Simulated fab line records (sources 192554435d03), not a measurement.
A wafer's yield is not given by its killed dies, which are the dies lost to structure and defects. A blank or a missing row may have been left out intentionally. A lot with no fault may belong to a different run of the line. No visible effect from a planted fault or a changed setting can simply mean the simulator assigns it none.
Comparing a struck lot with a sound one | flow n5 finfet | 33 steps out of a route of 1938
Sound: wafers L536.4, L536.5, L536.6. The struck wafers were L539.3, L539.4, L539.5. At the end, the cause is stated.
Each step with rows lists, per side, the tool, then ch with its chambers, then its first start. Under that, the readings that differ: sound wafers | struck wafers | difference of the means | sigmas: that difference in standard deviations of wafers without a fault.
alike: same words and numbers on both sides, and readings whose means sit less than 2 such deviations apart. not compared: any withheld reading, any reading some wafer has no value for, any bound like >300 that may hide the same value, and any number with overlapping values for which the record gives no deviation.
Wherever a step has rows on one side only, a row that says differs or no value, or a row with sigmas, the two part there. Non-overlapping numbers with no deviation appear without sigmas and do not part them. Lack of a reading on every wafer of one side parts them only where that side has two or more wafers.

N5_BEOL_M13_PRE_CLEAN_42: time 30 s.
  sound: pvd sputter-02 at day 11 20:36; struck: pvd sputter-01 at day 12 20:07
  alike: heater power w
then, 2 steps without rows for these wafers: N5_BEOL_M13_SPUTTER_43 (material TaN, target thk 15 nm, time 24.19 s); N5_BEOL_M13_SPUTTER_44 (material Ta, target thk 10 nm, time 16.13 s).
N5_BEOL_M13_SPUTTER_45: material Cu, target thk 80 nm, time 13.33 s.
  sound: pvd sputter-02 at day 11 20:48; struck: pvd sputter-01 at day 12 20:19
  alike: chuck sensor temp C, throttle valve pct
then, 3 steps without rows for these wafers: N5_BEOL_M13_ECD_47 (material Cu, target thk 936 nm); N5_BEOL_M13_ANNEAL_48 (time 90 s); N5_BEOL_M13_CMP_49 (polishes, stops on SiOC, t overpolish 17.1 s, target thk 420 nm).
N5_BEOL_M13_THK_MEAS_50: measures by xrf.
  sound: film metro-02 at day 11 21:41; struck: film metro-02 at day 12 21:12
  alike: M13_THK
then, 2 steps without rows for these wafers: N5_BEOL_M13_PRE_CLEAN_52 (time 15 s); N5_BEOL_M13_DEP_53 (deposits SiCN from 3MS/NH3, target thk 50 nm, time 17.8 s).
N5_BEOL_M13_RS_MEAS_54: the measuring method here is four-point-probe.
  sound: film metro-02 at day 11 21:51; struck: film metro-01 at day 12 21:20
  alike: M13_RS
N5_BEOL_M13_INSPECT_55: inspects for defects (darkfield).
  sound: defect inspect-02 at day 11 21:52; struck: defect inspect-02 at day 12 21:21
  alike: raw defect count
N5_BEOL_M14_ILD_DEP_00: deposits SiO2 from TEOS/O2, target thk 1119.3 nm, time 237.4 s.
  sound on pecvd-04 ch 0,1,2, day 11 21:59; struck on pecvd-02 ch 0,1,2, day 12 21:23
  no value came back on the struck wafers for any of 5 readings (chamber pressure Torr (Torr), heater power outer w (W) and others); on the sound wafers chamber pressure Torr (Torr) reads 6.482 6.527 6.510
then, 8 steps without rows for these wafers: N5_BEOL_M14_COAT_58 (time 60 s, resist thk 89 nm); N5_BEOL_M14_COAT_04 (resist thk 800 nm); N5_BEOL_M14_EBR_06; N5_BEOL_M14_SOFTBAKE_05 (time 60 s); N5_BEOL_M14_EXPOSE_07 (exposes mask V13); N5_BEOL_M14_PEB_08 (peb time 90 s); N5_BEOL_M14_DEVELOP_09 (develop time 45 s); N5_BEOL_M14_HARDBAKE_14 (time 120 s).
N5_BEOL_M14_CD_MEAS_10: the cd target is 250 nm.
  sound on cd sem-02 ch 0, day 11 22:25; struck on cd sem-02 ch 0, day 12 21:53
  alike: cd nm
N5_BEOL_M14_OVL_MEAS_11:
  sound on overlay-02 ch 0, day 11 22:26; struck on overlay-02 ch 0, day 12 21:55
  reading      | sound | struck     | difference | sigmas
  V13_OVL (nm) | 5 4 4 | -10 -2 -11 | -12        | -3
N5_BEOL_M14_INSPECT_12: inspects for defects (macro).
  sound: defect inspect-01 at day 11 22:28; struck: defect inspect-01 at day 12 21:56
  alike: raw defect count
N5_BEOL_M14_DESCUM_15: chemistry O2, time 7.9 s.
  sound on rie diel-06 ch 0,2,3, day 11 22:31; struck on rie diel-01 ch 1,2,3, day 12 21:58
  alike: drypump motor current A, oes product au, rf vpp V, showerhead plenum p Torr, throttle valve pct
  not compared: rf hours counter h
N5_BEOL_M14_ETCH_59: etches BARC in N2/H2, target depth 89 nm, overetch 26.7 nm, time 67.9 s.
  sound on rie diel-06 ch 0,2,3, day 11 22:33; struck on rie diel-01 ch 1,2,3, day 12 22:01
  alike: drypump motor current A, oes product au, rf vpp V, showerhead plenum p Torr, throttle valve pct
  not compared: rf hours counter h
N5_BEOL_M14_VIA_ETCH_16: etches SiO2 in C4F8/O2/Ar, target depth 1231.3 nm.
  sound on rie diel-06 ch 0,2,3, day 11 22:40; struck on rie diel-01 ch 1,2,3, day 12 22:04
  reading                                    | sound             | struck            | difference | sigmas
  oes product au (a.u.)                      | 0.66 0.65 0.80    | 0.27 0.32 0.32    | -0.40      | -5
  throttle valve pct (%)                     | 30.98 30.89 30.87 | 30.10 30.00 29.91 | -0.91      | -4
  model.etch.depth nm (nm)                   | 1124 1132 1136    | 0 0 0             | -1131      |
  model.coat_of_BEOL_M14_COAT_04.thk nm (nm) | 454.2 451.8 452.6 | 714.4 710.2 713   | +259.7     |
  alike: drypump motor current A, he outer torr, rf vpp V, showerhead plenum p Torr
N5_BEOL_M14_STRIP_63: strips in O2.
  sound: rie diel-06 ch 0,2,3; struck: rie diel-01 ch 1,2,3
  alike: drypump motor current A, oes product au, rf vpp V, showerhead plenum p Torr, throttle valve pct
  not compared: rf hours counter h
then, 3 steps without rows for these wafers: N5_BEOL_M14_STRIP_64 (strips in O2); N5_BEOL_M14_STRIP_71 (strips in post etch residue remover, time 60 s); N5_BEOL_M14_SRD_72 (time 30 s, dry time 30 s).
N5_BEOL_M14_CD_MEAS_17: the cd target is 250 nm.
  sound: cd sem-01 at day 11 22:56; struck: cd sem-03 at day 12 22:25
  reading    | sound             | struck | difference                    | sigmas
  cd nm (nm) | 250.8 253.7 252.6 | - - -  | no value on the struck wafers |
then, 1 step without rows for these wafers: N5_BEOL_M14_COAT_65 (time 60 s, resist thk 450 nm).

WHERE THEY PART
Last at N5_BEOL_M14_CD_MEAS_17 as far as this record goes, first at N5_BEOL_M14_ILD_DEP_00.

WHY: whatever the simulator had introduced
At N5_BEOL_M14_ILD_DEP_00, the step was skipped entirely on pecvd-02 from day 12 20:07 on. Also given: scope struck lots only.
